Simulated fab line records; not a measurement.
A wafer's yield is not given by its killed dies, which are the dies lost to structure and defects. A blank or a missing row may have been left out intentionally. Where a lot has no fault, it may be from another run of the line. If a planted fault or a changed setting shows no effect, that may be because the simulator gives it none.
fab line records | flow n5Finfet
record lots=6 wafers=18 lastDay=17
route steps=1938 shown TV_OPEN@1889 PAD_METAL@1893 PASSIVATION@1897
lots untouched by any fault: they come from a run of this same line in which no faults occurred
startH: start of the lot's first displayed wafer, in hours after the record's first day | waitH: hours elapsed since this lot's preceding step | " identical to the entry in the row above | L1.1+2: several wafers, shown together as one row | - either no value or no given start | * or withheld: withheld | < > ~ a bound
route shown NAME@n: a module of which the file shows steps, and the number in the route of the first | usual: the fault-free wafers' mean and standard deviation | same: alike in all rows | chamber/n: place in a boat | sites: each site's reading | _std_site: the values' standard deviation | _edge_site: outer sites' mean less inner sites' | radiusMm: for every site, how far away it sits from the centre of the wafer | mask NAME#n: copy n | behind: the last tool/chamber to shape the wafer | hold: reason for holding the lot/hours on hold/outcome of the hold | device: transistor that didn't switch, given as n, p or np | end of line: at the end of the route, the tests of the same wafers | a step given without rows: its recipe and nothing more | killed: count of dies lost to structure and defects at first sort (not the wafer's yield) | map: dies across one wafer; x = killed, . = not, _ = none there
set.NAME: the setting the step ran with; set.NAME@STEP: the setting that earlier step ran with | model.NAME: the simulator's own value behind a step, which no gauge read
a table for each step, a row for each wafer; lots at some steps of the route
services: when a tool's chamber went out of use (startH, in hours from the record's first day, below 0 if earlier), for how many hours, and the reason
## steps
# step N5_PASSIVATION_STRIP_14
# recipe chemistry=O2 powerW=600 tempC=60 pressureMtorr=30 rfFrequencyHz=6e+07 biasPowerW=0 overashFraction=0.5 o2FlowSccm=225
# usual drypumpMotorCurrentA=5.7/0.53 oesProductAu=0.79/0.083 rfVppV=3.7/0.88 showerheadPlenumPTorr=2.09/0.084 throttleValvePct=16.62/0.2
# columns lot.wafer tool chamber startH waitH drypumpMotorCurrentA oesProductAu rfHoursCounterH rfVppV showerheadPlenumPTorr throttleValvePct
L218.1 rieDiel-05 0 244.76 0.1 5.6 0.75 139 5.1 1.95 16.74
L218.5 " 2 " " 6.7 0.78 - 4.0 2.20 16.31
L218.6 " 3 " " 5.8 0.69 - 3.0 2.18 16.61
L224.2 rieDiel-01 2 273.57 0.1 5.0 0.96 8 2.9 2.04 16.65
L224.3 " 1 " " 5.8 0.82 72 3.8 2.13 16.78
L224.6 " 3 " " 5.3 0.68 - 4.0 1.98 16.69
L230.3 rieDiel-05 1 320.99 0.1 6.1 0.78 102 3.0 2.20 16.47
L230.5 " 0 " " 5.6 0.72 - 2.6 1.94 16.78
L230.6 " 2 " " 6.8 0.77 - 3.6 2.19 16.33
L232.3 rieDiel-01 2 333.01 0.1 5.0 0.92 28 2.7 2.04 16.68
L232.5 " 0 " " 4.9 0.80 - 3.2 2.11 16.74
L232.6 " 2 " " 5.0 0.92 - 4.1 2.04 16.70
L240.1 rieDiel-01 2 382.01 0.1 4.9 0.91 45 4.2 2.03 16.71
L240.5 " 1 " " 5.8 0.78 - 3.9 2.12 16.84
L240.6 " 0 " " 4.9 0.80 - 3.4 2.10 16.81
L241.1 rieDiel-05 2 393.39 0.1 6.8 0.75 167 2.9 2.18 16.37
L241.4 " 3 " " 5.7 0.90 19 1.6 2.16 16.24
L241.5 " 2 " " 6.7 0.75 - 4.2 2.18 16.38
# step N5_PASSIVATION_ETCH_15
# recipe chemistry=CF4/N2 target=SiCN targetDepthA=750 taperDeg=2 timeS=81.2 ionEnergyEv=150 maskMaterial=SiNx pressureMtorr=40 sourceW=430 biasW=70 Ar_flow_sccm=100 cf4FlowSccm=60 n2FlowSccm=60
# usual drypumpMotorCurrentA=5.7/0.53 oesProductAu=0.80/0.082 rfVppV=382.0/2.2 showerheadPlenumPTorr=2.19/0.083 throttleValvePct=15.36/0.21
# columns lot.wafer tool chamber startH waitH drypumpMotorCurrentA oesProductAu rfHoursCounterH rfVppV showerheadPlenumPTorr throttleValvePct
L218.1 rieDiel-05 0 - - 5.6 0.76 139 378.3 2.04 15.43
L218.5 " 2 " " 6.8 0.81 - 385.6 2.30 15.02
L218.6 " 3 " " 5.7 0.70 - 384.3 2.26 15.28
L224.2 rieDiel-01 2 - - 5.0 0.97 8 379.9 2.17 15.48
L224.3 " 1 " " 5.8 0.84 72 383.2 2.23 15.45
L224.6 " 3 " " 5.4 0.68 - 379.0 2.10 15.53
L230.3 rieDiel-05 1 - - 6.1 0.78 102 383.1 2.31 15.28
L230.5 " 0 " " 5.6 0.74 - 377.5 2.03 15.47
L230.6 " 2 " " 6.7 0.78 - 384.8 2.29 15.06
L232.3 rieDiel-01 2 - - 5.0 0.92 28 380.7 2.16 15.52
L232.5 " 0 " " 4.9 0.82 - 381.9 2.22 15.52
L232.6 " 2 " " 5.0 0.91 - 380.2 2.16 15.51
L240.1 rieDiel-01 2 - - 5.0 0.88 45 381.7 2.15 15.56
L240.5 " 1 " " 5.8 0.80 - 382.1 2.22 15.52
L240.6 " 0 " " 4.9 0.80 - 382.9 2.21 15.53
L241.1 rieDiel-05 2 - - 6.7 0.76 167 384.8 2.28 15.10
L241.4 " 3 " " 5.8 0.90 19 383.1 2.25 14.87
L241.5 " 2 " " 6.7 0.75 - 384.2 2.28 15.11
# step N5_PASSIVATION_STRIP_73
# recipe chemistry=postEtchResidueRemover timeS=60 tempC=25 removerPh=withheld removerWaterWtPct=withheld removerFluorideWtPct=withheld
# step N5_PASSIVATION_SRD_17
# recipe timeS=30 tempC=23 rinseLiquid=diw dry=n2Spin spinRpm=1500 dryTimeS=30
# step N5_PASSIVATION_DEGAS_18
# recipe ambient=vacuum tempC=300 timeS=60
# step N5_PASSIVATION_PRE_CLEAN_19
# recipe gas=H2/He timeS=* tempC=*
# usual heaterPowerW=462/34
# columns lot.wafer tool chamber startH waitH heaterPowerW
L218.1 pvdSputter-02 - 245.53 0.0 424
L218.5 " - " " 432
L218.6 " - " " 422
L224.2 pvdSputter-02 - 273.93 0.0 494
L224.3 " - " " 428
L224.6 " - " " 406
L230.3 pvdSputter-02 - 321.85 0.0 449
L230.5 " - " " 483
L230.6 " - " " 443
L232.3 pvdSputter-03 - 333.93 0.0 508
L232.5 " - " " 516
L232.6 " - " " 476
L240.1 pvdSputter-02 - 382.72 0.0 444
L240.5 " - " " 430
L240.6 " - " " 442
L241.1 pvdSputter-01 - 395.38 0.0 501
L241.4 " - " " 457
L241.5 " - " " 402
# step N5_PASSIVATION_SPUTTER_20
# recipe material=TaN targetThkA=500 tempC=25 chamberPressurePa=0.4
# usual substrateTempC=25.00/0.1 throttleValvePct=29.5/1.2
# columns lot.wafer tool chamber startH waitH substrateTempC throttleValvePct
L218.1 pvdSputter-02 - 245.57 0.0 24.88 28.7
L218.5 " - " " 24.96 28.5
L218.6 " - " " 24.88 30.9
L224.2 pvdSputter-02 - 273.97 0.0 24.86 29.0
L224.3 " - " " 24.86 31.0
L224.6 " - " " 25.05 30.9
L230.3 pvdSputter-02 - 321.89 0.0 24.97 29.0
L230.5 " - " " 24.91 29.1
L230.6 " - " " 25.05 28.7
L232.3 pvdSputter-03 - 333.97 0.0 24.92 28.7
L232.5 " - " " 24.89 28.9
L232.6 " - " " 24.83 32.2
L240.1 pvdSputter-02 - 382.76 0.0 24.88 28.6
L240.5 " - " " 25.09 28.7
L240.6 " - " " 24.97 28.5
L241.1 pvdSputter-01 - 395.42 0.0 25.12 30.4
L241.4 " - " " 25.00 27.9
L241.5 " - " " 25.02 28.9
# step N5_PASSIVATION_AL_DEP_21
# recipe material=Al targetThkA=28000 tempC=400 timeS=170 powerW=30000 chamberPressurePa=0.4 gas=Ar
# usual cathodeDcPowerW=30000/5.3 substrateTempC=399.99/0.21 throttleValvePct=29.5/1.1
# columns lot.wafer tool chamber startH waitH cathodeDcPowerW substrateTempC throttleValvePct
L218.1 pvdSputter-02 - 245.67 0.1 29999 399.85 28.5
L218.5 " - " " 30006 399.69 28.5
L218.6 " - " " 30005 400.14 31.1
L224.2 pvdSputter-02 - 274.07 0.1 29993 399.87 29.1
L224.3 " - " " 30001 400.31 31.1
L224.6 " - " " 29992 400.05 30.9
L230.3 pvdSputter-02 - 321.99 0.1 30002 400.15 28.5
L230.5 " - " " 30002 399.56 28.9
L230.6 " - " " 29999 400.15 28.4
L232.3 pvdSputter-03 - 334.07 0.1 29995 400.16 28.6
L232.5 " - " " 29999 400.19 28.5
L232.6 " - " " 29998 400.01 32.2
L240.1 pvdSputter-02 - 382.86 0.1 30001 400.11 28.6
L240.5 " - " " 29992 399.98 28.8
L240.6 " - " " 29997 400.34 28.2
L241.1 pvdSputter-01 - 395.52 0.1 30001 399.97 30.4
L241.4 " - " " 30000 400.13 28.0
L241.5 " - " " 30002 399.76 28.7
# step N5_PASSIVATION_HMDS_23
# recipe timeS=60 tempC=120
# step N5_PASSIVATION_COAT_24
# recipe spinRpm=3000 resistThkNm=withheld
# step N5_PASSIVATION_EBR_26
# recipe solvent=PGMEA ebrWidthMm=1.5
# step N5_PASSIVATION_SOFTBAKE_25
# recipe tempC=100 timeS=90
# step N5_PASSIVATION_EXPOSE_27
# recipe maskId=PAD na=0.55 sourceShape=conventional sigmaOuter=0.8 polarization=unpolarized defocusNm=0 doseMj=32.3
# usual exposureDoseMJCm2=32.29/0.034 focusOffsetNm=0.0/0.5 reticleTempC=23.01/0.1 stageVelMmS=499.98/0.23
# columns lot.wafer tool chamber startH waitH mask exposureDoseMJCm2 focusOffsetNm reticleTempC stageVelMmS
L218.1 krfScanner-01 0 245.98 - PAD#0 32.31 -1.0 22.88 499.85
L218.5 " 0 " " PAD#0 32.30 -0.4 22.89 499.95
L218.6 " 0 " " PAD#0 32.35 -0.3 22.84 500.19
L224.2 krfScanner-01 0 274.37 - PAD#0 32.28 0.4 23.18 499.79
L224.3 " 0 " " PAD#0 32.26 0.0 23.12 500.32
L224.6 " 0 " " PAD#0 32.24 0.6 23.14 499.96
L230.3 krfScanner-01 - 322.42 - PAD#0 - - - -
L230.5 " - " " PAD#0 - - - -
L230.6 " - " " PAD#0 - - - -
L232.3 krfScanner-02 - 334.50 - PAD#0 - - - -
L232.5 " - " " PAD#0 - - - -
L232.6 " - " " PAD#0 - - - -
L240.1 krfScanner-02 0 383.28 - PAD#0 32.25 0.4 22.89 500.29
L240.5 " 0 " " PAD#0 32.29 0.0 22.88 500.09
L240.6 " 0 " " PAD#0 32.23 0.4 22.79 500.25
L241.1 krfScanner-02 0 395.82 - PAD#0 32.27 0.4 22.93 499.43
L241.4 " 0 " " PAD#0 32.32 -0.4 23.12 500.01
L241.5 " 0 " " PAD#0 32.29 0.7 22.87 500.09
# step N5_PASSIVATION_PEB_28
# recipe pebTempC=withheld pebTimeS=*
## services
# columns tool chamber startH hours kind
rieDiel-01 2 230.42 - clean
rieDiel-01 2 230.42 - consumableReplace:focusRing
rieDiel-01 2 230.42 13.2 scheduledDown
rieDiel-01 2 230.42 13.2 ventCycle
krfScanner-02 - 230.84 0.8 pm
krfScanner-02 - 238.52 0.2 repair
krfScanner-02 - 258.13 11.6 pm
krfScanner-01 - 280.58 0.8 pm
pvdSputter-02 - 284.61 5.1 repair
rieDiel-05 3 288.80 4.2 repair
krfScanner-01 - 302.66 1.0 pm
krfScanner-01 - 305.96 0.7 repair
rieDiel-05 3 307.51 - clean
rieDiel-05 3 307.51 - consumableReplace:focusRing
rieDiel-05 3 307.51 17.0 scheduledDown
rieDiel-05 3 307.51 17.0 ventCycle
krfScanner-02 - 321.41 4.4 pm
krfScanner-01 - 325.78 1.3 pm
rieDiel-01 1 326.54 5.2 repair
rieDiel-01 3 331.80 - clean
krfScanner-01 - 333.95 36.0 pm
krfScanner-02 - 369.95 4.0 pm
krfScanner-02 - 373.97 1.3 pm
krfScanner-01 - 388.50 11.8 repair
## key
firstSign step=N5_PASSIVATION_EXPOSE_27 reading=toolRecord direction=missing
effect none on later readings
metAt N5_PASSIVATION_EXPOSE_27
struckWafers L230.3,L230.5,L230.6,L232.3,L232.5,L232.6
laterRowsLeftOut L230.3,L230.5,L230.6,L232.3,L232.5,L232.6
sortLeftOut L230.3,L230.5,L230.6,L232.3,L232.5,L232.6
onsetBetween 274.37 322.42
fault kind=skippedStepWhole tool=krfScanner-01,krfScanner-02 chamber=- onsetH=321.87 steps=N5_PASSIVATION_EXPOSE_27 scope=struckLotsOnly
# sortLeftOut: the simulated sort isn't trusted on such a fault, so these wafers' sort isn't shown, and their yield isn't known
# laterRowsLeftOut: the simulator's readings of these wafers behind a module that went badly wrong aren't trusted and aren't shown, but for the sort
